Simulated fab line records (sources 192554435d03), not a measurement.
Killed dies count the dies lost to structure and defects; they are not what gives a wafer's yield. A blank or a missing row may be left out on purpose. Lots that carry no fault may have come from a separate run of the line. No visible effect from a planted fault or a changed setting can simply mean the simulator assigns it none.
Struck lot and sound lot, side by side :: flow n5_finfet :: 26 steps out of a route of 1938
Sound: the wafers L248.1, L248.3, L248.6. Wafers struck: L261.2, L261.4, L261.6. The cause is named last.
Per side, at each step with rows, come the tool, then ch with its chambers, and then its first start. Under that, the readings that differ: sound wafers :: struck wafers :: difference of the means :: sigmas: that difference in standard deviations of wafers without a fault.
alike: readings with means less than 2 such deviations apart, plus words and numbers identical on both sides. not compared: withheld readings, readings lacking a value on some wafer, bounds such as >300 that could conceal the same value, and numbers that have no deviation in the record and whose values overlap.
The two part at a step that has a row with sigmas, a row that says differs or no value, or rows on one side only. When numbers do not overlap yet have no deviation, they are printed without sigmas and do not part them. A reading that every wafer of one side lacks parts them only if that side has two wafers or more.

N5_GATE_CUT_ETCH_58: etches SiNx in CH3F/O2, target depth 17 nm, time 128.6 s.
  sound on rie_diel-01 ch 0,1,2, day 6 15:41; struck on rie_diel-01 ch 0,2,3, day 9 21:22
  alike: drypump_motor_current_A, oes_product_au, rf_vpp_V, showerhead_plenum_p_Torr, throttle_valve_pct
  not compared: rf_hours_counter_h
then, 3 steps without rows for these wafers: N5_GATE_CUT_STRIP_59 (strips in N2/H2, time 20 s); N5_GATE_CUT_PRECLEAN_31 (cleans in DIW, time 300 s); N5_GATE_CUT_SRD_32 (time 30 s).
N5_GATE_CUT_SAC_CAP_01: material SiNx, target thk 24 nm, pulse time 1 s, ald cycles 480.
  sound on ald_sin-04 ch 1,3, day 6 16:07; struck on ald_sin-03 ch 0,2,3, day 9 21:41
  alike: heater_power_outer_w, heater_power_w, precursor_pulse_height_rel
then, 2 steps without rows for these wafers: N5_GATE_CUT_PECVD_57 (deposits SiNx from SiH4/NH3/N2, target thk 21 nm); N5_GATE_CUT_CMP_02 (polishes, stops on SiO2, t overpolish 12.7 s, target thk 0 nm).
N5_GATE_CUT_HM_DEP_46: deposits SiO2 from TEOS/O2, target thk 130 nm, time 26.6 s.
  sound on pecvd-03 ch 1,2, day 6 18:43; struck on pecvd-03 ch 0,1, day 10 00:17
  alike: heater_power_outer_w, heater_power_w, showerhead_plenum_p_Torr, throttle_valve_pct
then, 3 steps without rows for these wafers: N5_GATE_CUT_COAT_34 (time 60 s, resist thk 60 nm); N5_GATE_CUT_COAT_35 (time 60 s, resist thk 10 nm); N5_GATE_CUT_COAT_27 (time 60 s, resist thk 10 nm).
N5_GATE_CUT_COAT_07: resist thk 30 nm.
  sound on litho_track-03 ch 0, day 6 18:47; struck on litho_track-05 ch 0, day 10 00:23
reading: dispense_pressure_kPa (kPa)
sound: 50 50 50
struck: 41 41 41
difference: -9
sigmas: -2

reading: spin_speed_rpm (rpm)
sound: 1501.9 1499.5 1501.2
struck: 1366.3 1368.4 1366.4
difference: -133.8
sigmas: -99 or more

reading: model.CAR-EUV_of_GATE_CUT_COAT_07.thk_nm (nm)
sound: 30 30 29.8
struck: 31.6 31.6 31.6
difference: +1.7
sigmas: 
  alike: exhaust_pa
then, 5 steps without rows for these wafers: N5_GATE_CUT_EBR_09; N5_GATE_CUT_SOFTBAKE_08 (time 60 s); N5_GATE_CUT_EXPOSE_10 (exposes mask GATE CUT, target cd 20 nm); N5_GATE_CUT_PEB_11 (peb time 60 s); N5_GATE_CUT_DEVELOP_12 (develop time 30 s).
N5_GATE_CUT_CD_MEAS_13: the cd target is 20 nm.
  sound on cd_sem-01 ch 0, day 6 19:03; struck on cd_sem-02 ch 0, day 10 00:46
  alike: cd_nm
N5_GATE_CUT_OVL_MEAS_14:
  sound on overlay-02 ch 0, day 6 19:05; struck on overlay-02 ch 0, day 10 00:49
  alike: GATE_CUT_OVL
N5_GATE_CUT_INSPECT_15: inspects for defects (brightfield).
  sound: defect_inspect-01 at day 6 19:08; struck: defect_inspect-02 at day 10 00:52
  alike: raw_defect_count
N5_GATE_CUT_DESCUM_18: chemistry O2, time 7 s.
  sound on rie_diel-06 ch 1,2,3, day 6 19:16; struck on rie_diel-01 ch 0,1, day 10 01:10
  alike: drypump_motor_current_A, oes_product_au, rf_vpp_V, showerhead_plenum_p_Torr, throttle_valve_pct
  not compared: rf_hours_counter_h
N5_GATE_CUT_ETCH_28: etches underlayer in N2/H2, target depth 13 nm, time 10.4 s.
  sound on rie_diel-06 ch 1,2,3, day 6 19:19; struck on rie_diel-01 ch 0,1, day 10 01:11
  alike: drypump_motor_current_A, etch_rf_on_time_s, oes_product_au, rf_vpp_V, showerhead_plenum_p_Torr, throttle_valve_pct
  not compared: rf_hours_counter_h
N5_GATE_CUT_ETCH_36: etches SiARC in CF4, target depth 13 nm, time 21.7 s.
  sound on rie_diel-06 ch 1,2,3, day 6 19:20; struck on rie_diel-01 ch 0,1, day 10 01:13
reading: model.CAR-EUV_of_GATE_CUT_COAT_07.thk_nm (nm)
sound: 7 6.8 6.8
struck: 8.4 8.4 8.4
difference: +1.5
sigmas: 
  alike: drypump_motor_current_A, etch_rf_on_time_s, oes_product_au, rf_vpp_V, showerhead_plenum_p_Torr, throttle_valve_pct
  not compared: rf_hours_counter_h
then, 1 step without rows for these wafers: N5_GATE_CUT_ETCH_37 (etches SOC in N2/H2, target depth 60 nm, overetch 12 nm, time 90 s).
-- here the record skips 4 days between the struck wafers' starts before and after, leaving off in module GATE_CUT and picking up in module BEOL_M4 (first step shown: number 1111 of the route) --
N5_BEOL_M4_RC_MEAS_101:
  sound on prober-02 ch 0, day 9 23:55; struck on prober-02 ch 0, day 13 22:02
  alike: DIBL_N, DIBL_P, IOFF_N, IOFF_P, ION_N, ION_P, SS_N, SS_P, VT_N, VT_P
-- the record jumps here: 5 days lie between the struck wafers' starts before and after (it left off in module BEOL_M4 and takes up again in module PASSIVATION, whose first step shown is number 1936 of the route) --
N5_PASSIVATION_PROBE_49:
  sound: prober-02 at day 14 09:20; struck: prober-01 at day 18 20:22
  alike: defect_limited_yield, killed_at_M0_to_M3, killed_at_M4_up, killed_at_contacts, killed_at_front_end, killed_at_other, killed_dies, killed_open, killed_short, sort_bin_5_function, sort_bin_6_memory, sort_n_pass, sort_yield_pct

== WHERE THEY PART ==
N5_GATE_CUT_COAT_07 only, going by this record. Later steps at which nothing parts them and some readings are alike: N5_GATE_CUT_CD_MEAS_13, N5_GATE_CUT_OVL_MEAS_14, N5_GATE_CUT_INSPECT_15, N5_GATE_CUT_DESCUM_18, N5_GATE_CUT_ETCH_28, N5_GATE_CUT_ETCH_36, N5_BEOL_M4_RC_MEAS_101, N5_PASSIVATION_PROBE_49.

WHY: whatever the simulator had introduced
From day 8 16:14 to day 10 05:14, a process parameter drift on litho_track-05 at N5_GATE_CUT_COAT_07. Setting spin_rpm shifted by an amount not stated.
